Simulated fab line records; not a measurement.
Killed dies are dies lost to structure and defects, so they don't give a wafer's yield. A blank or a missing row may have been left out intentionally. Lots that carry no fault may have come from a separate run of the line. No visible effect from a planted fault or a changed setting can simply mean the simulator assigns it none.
Which tool is to blame? || flow n5-finfet || 24 lots with 72 wafers sampled at 5 steps, on a route of 1938 steps

## WHAT EACH GAUGE READ, for each wafer
N5_SDB_CD_MEAS_11 targets a cd of 50 nm.
{"lot": "L074", "measured": "day 3 19:07", "on": "cd-sem-03", "cd-nm (nm)": "49.9 48.8 49.3"}
{"lot": "L075", "measured": "day 3 23:24", "on": "cd-sem-01", "cd-nm (nm)": "51.0 50.4 52.3"}
{"lot": "L076", "measured": "day 4 05:49", "on": "cd-sem-03", "cd-nm (nm)": "50.4 49.0 48.1"}
{"lot": "L077", "measured": "day 4 14:03", "on": "cd-sem-01", "cd-nm (nm)": "48.8 49.2 48.9"}
{"lot": "L078", "measured": "day 4 22:57", "on": "cd-sem-03", "cd-nm (nm)": "47.7 49.2 48.9"}
{"lot": "L079", "measured": "day 5 05:03", "on": "cd-sem-02", "cd-nm (nm)": "48.2 49.8 49.8"}
{"lot": "L080", "measured": "day 5 13:44", "on": "cd-sem-03", "cd-nm (nm)": "50.4 49.2 50.7"}
{"lot": "L081", "measured": "day 5 20:58", "on": "cd-sem-03", "cd-nm (nm)": "48.9 50.2 50.3"}
{"lot": "L082", "measured": "day 5 21:49", "on": "cd-sem-01", "cd-nm (nm)": "49.6 50.4 49.2"}
{"lot": "L083", "measured": "day 6 00:48", "on": "cd-sem-02", "cd-nm (nm)": "48.5 48.9 49.4"}
{"lot": "L084", "measured": "day 6 06:30", "on": "cd-sem-01", "cd-nm (nm)": "50.6 48.8 49.4"}
{"lot": "L085", "measured": "day 6 10:43", "on": "cd-sem-01", "cd-nm (nm)": "49.7 49.8 47.6"}
{"lot": "L086", "measured": "day 6 17:49", "on": "cd-sem-02", "cd-nm (nm)": "47.7 49.7 49.9"}
{"lot": "L087", "measured": "day 6 22:50", "on": "cd-sem-03", "cd-nm (nm)": "49.5 48.8 50.8"}
{"lot": "L088", "measured": "day 7 04:02", "on": "cd-sem-01", "cd-nm (nm)": "48.0 46.9 48.6"}
{"lot": "L089", "measured": "day 7 10:00", "on": "cd-sem-01", "cd-nm (nm)": "50.2 49.1 49.5"}
{"lot": "L090", "measured": "day 7 16:06", "on": "cd-sem-02", "cd-nm (nm)": "49.7 48.9 49.4"}
{"lot": "L091", "measured": "day 7 21:40", "on": "cd-sem-02", "cd-nm (nm)": "49.3 50.6 50.9"}
{"lot": "L092", "measured": "day 8 07:10", "on": "cd-sem-03", "cd-nm (nm)": "50.6 50.0 49.8"}
{"lot": "L093", "measured": "day 8 09:13", "on": "cd-sem-01", "cd-nm (nm)": "49.8 48.6 49.2"}
{"lot": "L094", "measured": "day 8 21:50", "on": "cd-sem-03", "cd-nm (nm)": "51.7 48.6 50.5"}
{"lot": "L095", "measured": "day 9 00:31", "on": "cd-sem-03", "cd-nm (nm)": "50.2 50.6 51.0"}
{"lot": "L096", "measured": "day 9 04:57", "on": "cd-sem-01", "cd-nm (nm)": "47.1 48.3 48.9"}
{"lot": "L097", "measured": "day 9 12:04", "on": "cd-sem-03", "cd-nm (nm)": "47.9 49.2 47.6"}

N5_SDB_OVL_MEAS_12.
{"lot": "L074", "measured": "day 3 19:09", "on": "overlay-01", "SDB_OVL (nm)": "1.4 0.8 1.4"}
{"lot": "L075", "measured": "day 3 23:26", "on": "overlay-01", "SDB_OVL (nm)": "0.3 1.2 -0.2"}
{"lot": "L076", "measured": "day 4 05:50", "on": "overlay-01", "SDB_OVL (nm)": "1.1 0.1 0.8"}
{"lot": "L077", "measured": "day 4 14:05", "on": "overlay-02", "SDB_OVL (nm)": "0.4 -0.1 1.3"}
{"lot": "L078", "measured": "day 4 22:59", "on": "overlay-01", "SDB_OVL (nm)": "-0.1 0.6 -0.3"}
{"lot": "L079", "measured": "day 5 05:05", "on": "overlay-01", "SDB_OVL (nm)": "0.8 -0.1 0.3"}
{"lot": "L080", "measured": "day 5 13:46", "on": "overlay-02", "SDB_OVL (nm)": "0.3 0.6 0.4"}
{"lot": "L081", "measured": "day 5 20:59", "on": "overlay-02", "SDB_OVL (nm)": "-0.6 -0.1 -1.5"}
{"lot": "L082", "measured": "day 5 21:50", "on": "overlay-02", "SDB_OVL (nm)": "-1.0 -0.2 0.3"}
{"lot": "L083", "measured": "day 6 00:50", "on": "overlay-01", "SDB_OVL (nm)": "1.7 0.3 1.3"}
{"lot": "L084", "measured": "day 6 06:32", "on": "overlay-01", "SDB_OVL (nm)": "1.4 0.8 0.6"}
{"lot": "L085", "measured": "day 6 10:45", "on": "overlay-01", "SDB_OVL (nm)": "0.7 0.2 0.5"}
{"lot": "L086", "measured": "day 6 17:52", "on": "overlay-01", "SDB_OVL (nm)": "0.2 0.2 1.0"}
{"lot": "L087", "measured": "day 6 22:52", "on": "overlay-01", "SDB_OVL (nm)": "1.8 0.8 0.8"}
{"lot": "L088", "measured": "day 7 04:04", "on": "overlay-01", "SDB_OVL (nm)": "0.3 0.1 1.1"}
{"lot": "L089", "measured": "day 7 10:01", "on": "overlay-01", "SDB_OVL (nm)": "-0.7 0.7 0.9"}
{"lot": "L090", "measured": "day 7 16:08", "on": "overlay-01", "SDB_OVL (nm)": "0.2 0.9 0.2"}
{"lot": "L091", "measured": "day 7 21:41", "on": "overlay-01", "SDB_OVL (nm)": "-0.5 -0.4 0.6"}
{"lot": "L092", "measured": "day 8 07:12", "on": "overlay-01", "SDB_OVL (nm)": "0.8 0.0 0.2"}
{"lot": "L093", "measured": "day 8 09:15", "on": "overlay-01", "SDB_OVL (nm)": "0.3 -0.4 0.0"}
{"lot": "L094", "measured": "day 8 21:52", "on": "overlay-01", "SDB_OVL (nm)": "1.6 0.7 0.1"}
{"lot": "L095", "measured": "day 9 00:32", "on": "overlay-01", "SDB_OVL (nm)": "0.3 0.3 0.2"}
{"lot": "L096", "measured": "day 9 04:59", "on": "overlay-01", "SDB_OVL (nm)": "0.3 0.5 -0.3"}
{"lot": "L097", "measured": "day 9 12:27", "on": "overlay-01", "SDB_OVL (nm)": "0.0 -0.5 -0.6"}

## WHAT TOOL EACH LOT RAN ON (gives the tool, then ch and the chambers of the sampled wafers, and finally the start)
{"lot": "L074", "N5_STI_FIN_REVEAL_CMP_04": "cmp-02 ch 0,1,2, day 2 08:59", "N5_STI_FIN_REVEAL_DENSIFY_30": "rtp-anneal-02 ch 0, day 2 09:20", "N5_STI_FIN_REVEAL_STRIP_24": "rie-diel-05 ch 0,3, day 2 09:35"}
{"lot": "L075", "N5_STI_FIN_REVEAL_CMP_04": "cmp-04 ch 1,2, day 2 15:05", "N5_STI_FIN_REVEAL_DENSIFY_30": "rtp-anneal-02 ch 0, day 2 15:25", "N5_STI_FIN_REVEAL_STRIP_24": "rie-diel-04 ch 0,3, day 2 15:43"}
{"lot": "L076", "N5_STI_FIN_REVEAL_CMP_04": "cmp-04 ch 0,1, day 2 21:39", "N5_STI_FIN_REVEAL_DENSIFY_30": "rtp-anneal-02 ch 0, day 2 21:58", "N5_STI_FIN_REVEAL_STRIP_24": "rie-diel-01 ch 0,1,2, day 2 22:19"}
{"lot": "L077", "N5_STI_FIN_REVEAL_CMP_04": "cmp-04 ch 0,1,3, day 3 04:56", "N5_STI_FIN_REVEAL_DENSIFY_30": "rtp-anneal-02 ch 0, day 3 05:18", "N5_STI_FIN_REVEAL_STRIP_24": "rie-diel-04 ch 0,3, day 3 05:29"}
{"lot": "L078", "N5_STI_FIN_REVEAL_CMP_04": "cmp-04 ch 1,2,3, day 3 11:23", "N5_STI_FIN_REVEAL_DENSIFY_30": "rtp-anneal-02 ch 0, day 3 11:44", "N5_STI_FIN_REVEAL_STRIP_24": "rie-diel-04 ch 0,1,2, day 3 11:58"}
{"lot": "L079", "N5_STI_FIN_REVEAL_CMP_04": "cmp-01 ch 0,2,3, day 3 16:39", "N5_STI_FIN_REVEAL_DENSIFY_30": "rtp-anneal-02 ch 0, day 3 17:00", "N5_STI_FIN_REVEAL_STRIP_24": "rie-diel-04 ch 0,1,3, day 3 17:13"}
{"lot": "L080", "N5_STI_FIN_REVEAL_CMP_04": "cmp-01 ch 0,1, day 4 07:01", "N5_STI_FIN_REVEAL_DENSIFY_30": "rtp-anneal-02 ch 0, day 4 07:22", "N5_STI_FIN_REVEAL_STRIP_24": "rie-diel-04 ch 0,2, day 4 07:35"}
{"lot": "L081", "N5_STI_FIN_REVEAL_CMP_04": "cmp-04 ch 1,2,3, day 4 10:52", "N5_STI_FIN_REVEAL_DENSIFY_30": "rtp-anneal-02 ch 0, day 4 11:08", "N5_STI_FIN_REVEAL_STRIP_24": "rie-diel-01 ch 2,3, day 4 11:23"}
{"lot": "L082", "N5_STI_FIN_REVEAL_CMP_04": "cmp-04 ch 0,1,2, day 4 13:58", "N5_STI_FIN_REVEAL_DENSIFY_30": "rtp-anneal-02 ch 0, day 4 14:20", "N5_STI_FIN_REVEAL_STRIP_24": "rie-diel-05 ch 0,3, day 4 14:33"}
{"lot": "L083", "N5_STI_FIN_REVEAL_CMP_04": "cmp-04 ch 0,1,2, day 4 15:22", "N5_STI_FIN_REVEAL_DENSIFY_30": "rtp-anneal-01 ch 0, day 4 15:43", "N5_STI_FIN_REVEAL_STRIP_24": "rie-diel-04 ch 1,2,3, day 4 15:56"}
{"lot": "L084", "N5_STI_FIN_REVEAL_CMP_04": "cmp-04 ch 0,1,3, day 4 20:49", "N5_STI_FIN_REVEAL_DENSIFY_30": "rtp-anneal-02 ch 0, day 4 21:10", "N5_STI_FIN_REVEAL_STRIP_24": "rie-diel-05 ch 0,1,2, day 4 21:23"}
{"lot": "L085", "N5_STI_FIN_REVEAL_CMP_04": "cmp-04 ch 0,2,3, day 5 03:46", "N5_STI_FIN_REVEAL_DENSIFY_30": "rtp-anneal-01 ch 0, day 5 04:03", "N5_STI_FIN_REVEAL_STRIP_24": "rie-diel-04 ch 0,1,3, day 5 04:18"}
{"lot": "L086", "N5_STI_FIN_REVEAL_CMP_04": "cmp-02 ch 0,1,3, day 5 09:49", "N5_STI_FIN_REVEAL_DENSIFY_30": "rtp-anneal-02 ch 0, day 5 10:07", "N5_STI_FIN_REVEAL_STRIP_24": "rie-diel-04 ch 1,2,3, day 5 10:18"}
{"lot": "L087", "N5_STI_FIN_REVEAL_CMP_04": "cmp-01 ch 2,3, day 5 15:19", "N5_STI_FIN_REVEAL_DENSIFY_30": "rtp-anneal-02 ch 0, day 5 15:38", "N5_STI_FIN_REVEAL_STRIP_24": "rie-diel-01 ch 0,3, day 5 15:51"}
{"lot": "L088", "N5_STI_FIN_REVEAL_CMP_04": "cmp-02 ch 0,1,2, day 5 20:37", "N5_STI_FIN_REVEAL_DENSIFY_30": "rtp-anneal-01 ch 0, day 5 20:53", "N5_STI_FIN_REVEAL_STRIP_24": "rie-diel-05 ch 0,1,2, day 5 21:04"}
{"lot": "L089", "N5_STI_FIN_REVEAL_CMP_04": "cmp-01 ch 2,3, day 6 02:27", "N5_STI_FIN_REVEAL_DENSIFY_30": "rtp-anneal-02 ch 0, day 6 02:46", "N5_STI_FIN_REVEAL_STRIP_24": "rie-diel-01 ch 0,3, day 6 02:59"}
{"lot": "L090", "N5_STI_FIN_REVEAL_CMP_04": "cmp-02 ch 0,2,3, day 6 08:21", "N5_STI_FIN_REVEAL_DENSIFY_30": "rtp-anneal-02 ch 0, day 6 08:43", "N5_STI_FIN_REVEAL_STRIP_24": "rie-diel-05 ch 1,2,3, day 6 08:55"}
{"lot": "L091", "N5_STI_FIN_REVEAL_CMP_04": "cmp-02 ch 1,2,3, day 6 15:16", "N5_STI_FIN_REVEAL_DENSIFY_30": "rtp-anneal-01 ch 0, day 6 15:35", "N5_STI_FIN_REVEAL_STRIP_24": "rie-diel-01 ch 0,1,2, day 6 15:50"}
{"lot": "L092", "N5_STI_FIN_REVEAL_CMP_04": "cmp-02 ch 0,1,2, day 6 21:06", "N5_STI_FIN_REVEAL_DENSIFY_30": "rtp-anneal-02 ch 0, day 6 21:23", "N5_STI_FIN_REVEAL_STRIP_24": "rie-diel-04 ch 1,2,3, day 6 21:38"}
{"lot": "L093", "N5_STI_FIN_REVEAL_CMP_04": "cmp-01 ch 1,2, day 7 02:50", "N5_STI_FIN_REVEAL_DENSIFY_30": "rtp-anneal-02 ch 0, day 7 03:09", "N5_STI_FIN_REVEAL_STRIP_24": "rie-diel-01 ch 0,1,3, day 7 03:24"}
{"lot": "L094", "N5_STI_FIN_REVEAL_CMP_04": "cmp-01 ch 0,1,2, day 7 14:05", "N5_STI_FIN_REVEAL_DENSIFY_30": "rtp-anneal-01 ch 0, day 7 14:27", "N5_STI_FIN_REVEAL_STRIP_24": "rie-diel-05 ch 0,1,2, day 7 14:40"}
{"lot": "L095", "N5_STI_FIN_REVEAL_CMP_04": "cmp-02 ch 1,2,3, day 7 16:42", "N5_STI_FIN_REVEAL_DENSIFY_30": "rtp-anneal-02 ch 0, day 7 16:58", "N5_STI_FIN_REVEAL_STRIP_24": "rie-diel-04 ch 0,1,2, day 7 17:11"}
{"lot": "L096", "N5_STI_FIN_REVEAL_CMP_04": "cmp-04 ch 0,2,3, day 7 22:08", "N5_STI_FIN_REVEAL_DENSIFY_30": "rtp-anneal-01 ch 0, day 7 22:30", "N5_STI_FIN_REVEAL_STRIP_24": "rie-diel-04 ch 0,1,2, day 7 22:43"}
{"lot": "L097", "N5_STI_FIN_REVEAL_CMP_04": "cmp-02 ch 0,1,3, day 8 03:53", "N5_STI_FIN_REVEAL_DENSIFY_30": "rtp-anneal-02 ch 0, day 8 04:13", "N5_STI_FIN_REVEAL_STRIP_24": "rie-diel-01 ch 0,1,3, day 8 04:32"}
- N5_STI_FIN_REVEAL_CMP_04: polishes, stops on Si3N4, t overpolish 4 s, target thk 131.83 nm.
- N5_STI_FIN_REVEAL_DENSIFY_30
- N5_STI_FIN_REVEAL_STRIP_24: strips in N2/H2, time 90 s.

## AS READ BY THE TOOLS THEMSELVES (means over the sampled wafers that have a number; for cases with no such wafer, the mark the record gives instead)
N5_STI_FIN_REVEAL_CMP_04.
{"lot": "L074", "tool": "cmp-02", "edge-zone-pressure-frac": 1.005, "motor-current-A (A)": 8.7, "overpolish-run-s (s)": 4.002, "slurry-filter-dp-kPa (kPa)": 13.51, "time-to-endpoint-s (s)": 102}
{"lot": "L075", "tool": "cmp-04", "edge-zone-pressure-frac": 0.999, "motor-current-A (A)": 7.9, "overpolish-run-s (s)": 4.002, "slurry-filter-dp-kPa (kPa)": 13.51, "time-to-endpoint-s (s)": 102}
{"lot": "L076", "tool": "cmp-04", "edge-zone-pressure-frac": 1.004, "motor-current-A (A)": 8.4, "overpolish-run-s (s)": 4.000, "slurry-filter-dp-kPa (kPa)": 13.41, "time-to-endpoint-s (s)": 107}
{"lot": "L077", "tool": "cmp-04", "edge-zone-pressure-frac": 0.996, "motor-current-A (A)": 8.5, "overpolish-run-s (s)": 3.998, "slurry-filter-dp-kPa (kPa)": 13.47, "time-to-endpoint-s (s)": 109}
{"lot": "L078", "tool": "cmp-04", "edge-zone-pressure-frac": 0.996, "motor-current-A (A)": 8.5, "overpolish-run-s (s)": 4.000, "slurry-filter-dp-kPa (kPa)": 13.68, "time-to-endpoint-s (s)": 105}
{"lot": "L079", "tool": "cmp-01", "edge-zone-pressure-frac": 1.004, "motor-current-A (A)": 8.3, "overpolish-run-s (s)": 4.007, "slurry-filter-dp-kPa (kPa)": 13.42, "time-to-endpoint-s (s)": 115}
{"lot": "L080", "tool": "cmp-01", "edge-zone-pressure-frac": 0.995, "motor-current-A (A)": 8.5, "overpolish-run-s (s)": 3.992, "slurry-filter-dp-kPa (kPa)": 13.36, "time-to-endpoint-s (s)": 112}
{"lot": "L081", "tool": "cmp-04", "edge-zone-pressure-frac": 0.999, "motor-current-A (A)": 7.9, "overpolish-run-s (s)": 4.007, "slurry-filter-dp-kPa (kPa)": 13.56, "time-to-endpoint-s (s)": 105}
{"lot": "L082", "tool": "cmp-04", "edge-zone-pressure-frac": 1.001, "motor-current-A (A)": 8.1, "overpolish-run-s (s)": 3.996, "slurry-filter-dp-kPa (kPa)": 13.63, "time-to-endpoint-s (s)": 107}
{"lot": "L083", "tool": "cmp-04", "edge-zone-pressure-frac": 1.005, "motor-current-A (A)": 8.2, "overpolish-run-s (s)": 4.001, "slurry-filter-dp-kPa (kPa)": 13.39, "time-to-endpoint-s (s)": 109}
{"lot": "L084", "tool": "cmp-04", "edge-zone-pressure-frac": 1.003, "motor-current-A (A)": 8.3, "overpolish-run-s (s)": 4.001, "slurry-filter-dp-kPa (kPa)": 13.58, "time-to-endpoint-s (s)": 112}
{"lot": "L085", "tool": "cmp-04", "edge-zone-pressure-frac": 1.003, "motor-current-A (A)": 8.0, "overpolish-run-s (s)": 3.998, "slurry-filter-dp-kPa (kPa)": 13.45, "time-to-endpoint-s (s)": 116}
{"lot": "L086", "tool": "cmp-02", "edge-zone-pressure-frac": 1.010, "motor-current-A (A)": 8.8, "overpolish-run-s (s)": 3.996, "slurry-filter-dp-kPa (kPa)": 13.59, "time-to-endpoint-s (s)": 103}
{"lot": "L087", "tool": "cmp-01", "edge-zone-pressure-frac": 1.001, "motor-current-A (A)": 7.7, "overpolish-run-s (s)": 3.998, "slurry-filter-dp-kPa (kPa)": 13.52, "time-to-endpoint-s (s)": 102}
{"lot": "L088", "tool": "cmp-02", "edge-zone-pressure-frac": 0.994, "motor-current-A (A)": 8.6, "overpolish-run-s (s)": 3.999, "slurry-filter-dp-kPa (kPa)": 13.44, "time-to-endpoint-s (s)": 107}
{"lot": "L089", "tool": "cmp-01", "edge-zone-pressure-frac": 0.993, "motor-current-A (A)": 7.9, "overpolish-run-s (s)": 3.999, "slurry-filter-dp-kPa (kPa)": 13.60, "time-to-endpoint-s (s)": 104}
{"lot": "L090", "tool": "cmp-02", "edge-zone-pressure-frac": 1.001, "motor-current-A (A)": 8.3, "overpolish-run-s (s)": 3.998, "slurry-filter-dp-kPa (kPa)": 13.39, "time-to-endpoint-s (s)": 99}
{"lot": "L091", "tool": "cmp-02", "edge-zone-pressure-frac": 1.004, "motor-current-A (A)": 8.4, "overpolish-run-s (s)": 4.008, "slurry-filter-dp-kPa (kPa)": 13.38, "time-to-endpoint-s (s)": 104}
{"lot": "L092", "tool": "cmp-02", "edge-zone-pressure-frac": 0.998, "motor-current-A (A)": 8.6, "overpolish-run-s (s)": 3.995, "slurry-filter-dp-kPa (kPa)": 13.47, "time-to-endpoint-s (s)": 100}
{"lot": "L093", "tool": "cmp-01", "edge-zone-pressure-frac": 1.001, "motor-current-A (A)": 8.5, "overpolish-run-s (s)": 4.011, "slurry-filter-dp-kPa (kPa)": 13.36, "time-to-endpoint-s (s)": 100}
{"lot": "L094", "tool": "cmp-01", "edge-zone-pressure-frac": 1.001, "motor-current-A (A)": 8.1, "overpolish-run-s (s)": 3.994, "slurry-filter-dp-kPa (kPa)": 13.35, "time-to-endpoint-s (s)": 103}
{"lot": "L095", "tool": "cmp-02", "edge-zone-pressure-frac": 1.001, "motor-current-A (A)": 8.6, "overpolish-run-s (s)": 4.002, "slurry-filter-dp-kPa (kPa)": 13.70, "time-to-endpoint-s (s)": 98}
{"lot": "L096", "tool": "cmp-04", "edge-zone-pressure-frac": 1.000, "motor-current-A (A)": 8.1, "overpolish-run-s (s)": 4.007, "slurry-filter-dp-kPa (kPa)": 13.51, "time-to-endpoint-s (s)": 116}
{"lot": "L097", "tool": "cmp-02", "edge-zone-pressure-frac": 0.998, "motor-current-A (A)": 8.7, "overpolish-run-s (s)": 3.995, "slurry-filter-dp-kPa (kPa)": 13.54, "time-to-endpoint-s (s)": 101}

N5_STI_FIN_REVEAL_DENSIFY_30.
{"lot": "L074", "tool": "rtp-anneal-02", "lamp-power-pct (%)": 11.50, "lamp_zone_6_pct (%)": 11.448}
{"lot": "L075", "tool": "rtp-anneal-02", "lamp-power-pct (%)": 11.48, "lamp_zone_6_pct (%)": 11.447}
{"lot": "L076", "tool": "rtp-anneal-02", "lamp-power-pct (%)": 11.58, "lamp_zone_6_pct (%)": 11.457}
{"lot": "L077", "tool": "rtp-anneal-02", "lamp-power-pct (%)": 11.50, "lamp_zone_6_pct (%)": 11.463}
{"lot": "L078", "tool": "rtp-anneal-02", "lamp-power-pct (%)": 11.52, "lamp_zone_6_pct (%)": 11.454}
{"lot": "L079", "tool": "rtp-anneal-02", "lamp-power-pct (%)": 11.52, "lamp_zone_6_pct (%)": 11.455}
{"lot": "L080", "tool": "rtp-anneal-02", "lamp-power-pct (%)": 11.55, "lamp_zone_6_pct (%)": 11.458}
{"lot": "L081", "tool": "rtp-anneal-02", "lamp-power-pct (%)": 11.47, "lamp_zone_6_pct (%)": 11.451}
{"lot": "L082", "tool": "rtp-anneal-02", "lamp-power-pct (%)": 11.57, "lamp_zone_6_pct (%)": 11.457}
{"lot": "L083", "tool": "rtp-anneal-01", "lamp-power-pct (%)": 11.56, "lamp_zone_6_pct (%)": 11.446}
{"lot": "L084", "tool": "rtp-anneal-02", "lamp-power-pct (%)": 11.55, "lamp_zone_6_pct (%)": 11.441}
{"lot": "L085", "tool": "rtp-anneal-01", "lamp-power-pct (%)": 11.53, "lamp_zone_6_pct (%)": 11.467}
{"lot": "L086", "tool": "rtp-anneal-02", "lamp-power-pct (%)": 11.57, "lamp_zone_6_pct (%)": 11.451}
{"lot": "L087", "tool": "rtp-anneal-02", "lamp-power-pct (%)": 11.49, "lamp_zone_6_pct (%)": 11.452}
{"lot": "L088", "tool": "rtp-anneal-01", "lamp-power-pct (%)": 11.53, "lamp_zone_6_pct (%)": 11.445}
{"lot": "L089", "tool": "rtp-anneal-02", "lamp-power-pct (%)": 11.54, "lamp_zone_6_pct (%)": 11.450}
{"lot": "L090", "tool": "rtp-anneal-02", "lamp-power-pct (%)": 11.53, "lamp_zone_6_pct (%)": 11.459}
{"lot": "L091", "tool": "rtp-anneal-01", "lamp-power-pct (%)": 11.49, "lamp_zone_6_pct (%)": 11.433}
{"lot": "L092", "tool": "rtp-anneal-02", "lamp-power-pct (%)": 11.57, "lamp_zone_6_pct (%)": 11.462}
{"lot": "L093", "tool": "rtp-anneal-02", "lamp-power-pct (%)": 11.56, "lamp_zone_6_pct (%)": 11.439}
{"lot": "L094", "tool": "rtp-anneal-01", "lamp-power-pct (%)": 11.54, "lamp_zone_6_pct (%)": 11.437}
{"lot": "L095", "tool": "rtp-anneal-02", "lamp-power-pct (%)": 11.52, "lamp_zone_6_pct (%)": 11.460}
{"lot": "L096", "tool": "rtp-anneal-01", "lamp-power-pct (%)": 11.51, "lamp_zone_6_pct (%)": 11.455}
{"lot": "L097", "tool": "rtp-anneal-02", "lamp-power-pct (%)": 11.51, "lamp_zone_6_pct (%)": 11.444}

N5_STI_FIN_REVEAL_STRIP_24.
{"lot": "L074", "tool": "rie-diel-05", "bias-power-w (W)": 2.996, "drypump-motor-current-A (A)": 5.3, "oes-product-au (a.u.)": 0.80, "rf-vpp-V (V)": 45.4, "showerhead-plenum-p-Torr (Torr)": 3.38, "throttle-valve-pct (%)": 12.07}
{"lot": "L075", "tool": "rie-diel-04", "bias-power-w (W)": 3.007, "drypump-motor-current-A (A)": 6.3, "oes-product-au (a.u.)": 0.74, "rf-vpp-V (V)": 44.5, "showerhead-plenum-p-Torr (Torr)": 3.43, "throttle-valve-pct (%)": 12.05}
{"lot": "L076", "tool": "rie-diel-01", "bias-power-w (W)": 3.002, "drypump-motor-current-A (A)": 5.3, "oes-product-au (a.u.)": 0.75, "rf-vpp-V (V)": 45.4, "showerhead-plenum-p-Torr (Torr)": 3.39, "throttle-valve-pct (%)": 12.17}
{"lot": "L077", "tool": "rie-diel-04", "bias-power-w (W)": 3.005, "drypump-motor-current-A (A)": 6.1, "oes-product-au (a.u.)": 0.72, "rf-vpp-V (V)": 44.7, "showerhead-plenum-p-Torr (Torr)": 3.37, "throttle-valve-pct (%)": 12.08}
{"lot": "L078", "tool": "rie-diel-04", "bias-power-w (W)": 2.998, "drypump-motor-current-A (A)": 5.7, "oes-product-au (a.u.)": 0.83, "rf-vpp-V (V)": 46.2, "showerhead-plenum-p-Torr (Torr)": 3.40, "throttle-valve-pct (%)": 11.99}
{"lot": "L079", "tool": "rie-diel-04", "bias-power-w (W)": 2.996, "drypump-motor-current-A (A)": 6.2, "oes-product-au (a.u.)": 0.80, "rf-vpp-V (V)": 44.6, "showerhead-plenum-p-Torr (Torr)": 3.43, "throttle-valve-pct (%)": 12.09}
{"lot": "L080", "tool": "rie-diel-04", "bias-power-w (W)": 2.998, "drypump-motor-current-A (A)": 5.5, "oes-product-au (a.u.)": 0.72, "rf-vpp-V (V)": 45.2, "showerhead-plenum-p-Torr (Torr)": 3.34, "throttle-valve-pct (%)": 12.01}
{"lot": "L081", "tool": "rie-diel-01", "bias-power-w (W)": 3.005, "drypump-motor-current-A (A)": 5.5, "oes-product-au (a.u.)": 0.82, "rf-vpp-V (V)": 45.3, "showerhead-plenum-p-Torr (Torr)": 3.29, "throttle-valve-pct (%)": 11.86}
{"lot": "L082", "tool": "rie-diel-05", "bias-power-w (W)": 2.999, "drypump-motor-current-A (A)": 5.2, "oes-product-au (a.u.)": 0.77, "rf-vpp-V (V)": 45.8, "showerhead-plenum-p-Torr (Torr)": 3.38, "throttle-valve-pct (%)": 12.11}
{"lot": "L083", "tool": "rie-diel-04", "bias-power-w (W)": 3.001, "drypump-motor-current-A (A)": 5.9, "oes-product-au (a.u.)": 0.82, "rf-vpp-V (V)": 46.6, "showerhead-plenum-p-Torr (Torr)": 3.45, "throttle-valve-pct (%)": 12.00}
{"lot": "L084", "tool": "rie-diel-05", "bias-power-w (W)": 2.998, "drypump-motor-current-A (A)": 5.7, "oes-product-au (a.u.)": 0.84, "rf-vpp-V (V)": 45.8, "showerhead-plenum-p-Torr (Torr)": 3.37, "throttle-valve-pct (%)": 11.82}
{"lot": "L085", "tool": "rie-diel-04", "bias-power-w (W)": 3.005, "drypump-motor-current-A (A)": 6.2, "oes-product-au (a.u.)": 0.79, "rf-vpp-V (V)": 44.4, "showerhead-plenum-p-Torr (Torr)": 3.42, "throttle-valve-pct (%)": 12.11}
{"lot": "L086", "tool": "rie-diel-04", "bias-power-w (W)": 2.998, "drypump-motor-current-A (A)": 6.0, "oes-product-au (a.u.)": 0.81, "rf-vpp-V (V)": 45.6, "showerhead-plenum-p-Torr (Torr)": 3.45, "throttle-valve-pct (%)": 12.02}
{"lot": "L087", "tool": "rie-diel-01", "bias-power-w (W)": 3.007, "drypump-motor-current-A (A)": 5.6, "oes-product-au (a.u.)": 0.83, "rf-vpp-V (V)": 44.6, "showerhead-plenum-p-Torr (Torr)": 3.34, "throttle-valve-pct (%)": 11.94}
{"lot": "L088", "tool": "rie-diel-05", "bias-power-w (W)": 2.993, "drypump-motor-current-A (A)": 5.7, "oes-product-au (a.u.)": 0.84, "rf-vpp-V (V)": 45.2, "showerhead-plenum-p-Torr (Torr)": 3.37, "throttle-valve-pct (%)": 11.84}
{"lot": "L089", "tool": "rie-diel-01", "bias-power-w (W)": 2.998, "drypump-motor-current-A (A)": 5.6, "oes-product-au (a.u.)": 0.82, "rf-vpp-V (V)": 45.5, "showerhead-plenum-p-Torr (Torr)": 3.34, "throttle-valve-pct (%)": 11.96}
{"lot": "L090", "tool": "rie-diel-05", "bias-power-w (W)": 2.997, "drypump-motor-current-A (A)": 5.7, "oes-product-au (a.u.)": 0.89, "rf-vpp-V (V)": 45.6, "showerhead-plenum-p-Torr (Torr)": 3.34, "throttle-valve-pct (%)": 11.82}
{"lot": "L091", "tool": "rie-diel-01", "bias-power-w (W)": 2.999, "drypump-motor-current-A (A)": 5.3, "oes-product-au (a.u.)": 0.73, "rf-vpp-V (V)": 45.6, "showerhead-plenum-p-Torr (Torr)": 3.38, "throttle-valve-pct (%)": 12.23}
{"lot": "L092", "tool": "rie-diel-04", "bias-power-w (W)": 2.994, "drypump-motor-current-A (A)": 6.0, "oes-product-au (a.u.)": 0.79, "rf-vpp-V (V)": 45.0, "showerhead-plenum-p-Torr (Torr)": 3.45, "throttle-valve-pct (%)": 12.04}
{"lot": "L093", "tool": "rie-diel-01", "bias-power-w (W)": 2.990, "drypump-motor-current-A (A)": 5.4, "oes-product-au (a.u.)": 0.78, "rf-vpp-V (V)": 45.4, "showerhead-plenum-p-Torr (Torr)": 3.42, "throttle-valve-pct (%)": 12.15}
{"lot": "L094", "tool": "rie-diel-05", "bias-power-w (W)": 2.996, "drypump-motor-current-A (A)": 5.7, "oes-product-au (a.u.)": 0.82, "rf-vpp-V (V)": 45.2, "showerhead-plenum-p-Torr (Torr)": 3.36, "throttle-valve-pct (%)": 11.86}
{"lot": "L095", "tool": "rie-diel-04", "bias-power-w (W)": 3.013, "drypump-motor-current-A (A)": 5.7, "oes-product-au (a.u.)": 0.77, "rf-vpp-V (V)": 45.1, "showerhead-plenum-p-Torr (Torr)": 3.38, "throttle-valve-pct (%)": 12.06}
{"lot": "L096", "tool": "rie-diel-04", "bias-power-w (W)": 2.995, "drypump-motor-current-A (A)": 5.7, "oes-product-au (a.u.)": 0.77, "rf-vpp-V (V)": 44.8, "showerhead-plenum-p-Torr (Torr)": 3.38, "throttle-valve-pct (%)": 12.07}
{"lot": "L097", "tool": "rie-diel-01", "bias-power-w (W)": 3.010, "drypump-motor-current-A (A)": 5.4, "oes-product-au (a.u.)": 0.77, "rf-vpp-V (V)": 44.8, "showerhead-plenum-p-Torr (Torr)": 3.42, "throttle-valve-pct (%)": 12.16}

## THE ANSWER, worked out from the rows above alone
Rule: what is usual is taken from the lots themselves. Put in order of their means at a reading, lots are off if they are a third of the lots or fewer, leave a main group of 4 or more, and stand apart from it by a gap of 3 or more times the standard deviation of the main group's means; of several such gaps the widest counts. Not used: any main group whose means are identical at the precision the tables above print for the reading. Also off: a lot with no number at a reading for which 4 or more lots have one. All remaining lots with rows at the step are treated as sound. The gauges are gone through in route order, then the tools' own readings, and for those a lot's mean is taken as printed above. The first step at which some lot is off is used, and at that step the reading that is off furthest; a lot without a number counts as furthest.
Across all readings shown, no lot is off: no conclusion can be drawn from this.

## WHAT THE SIMULATOR PUT IN
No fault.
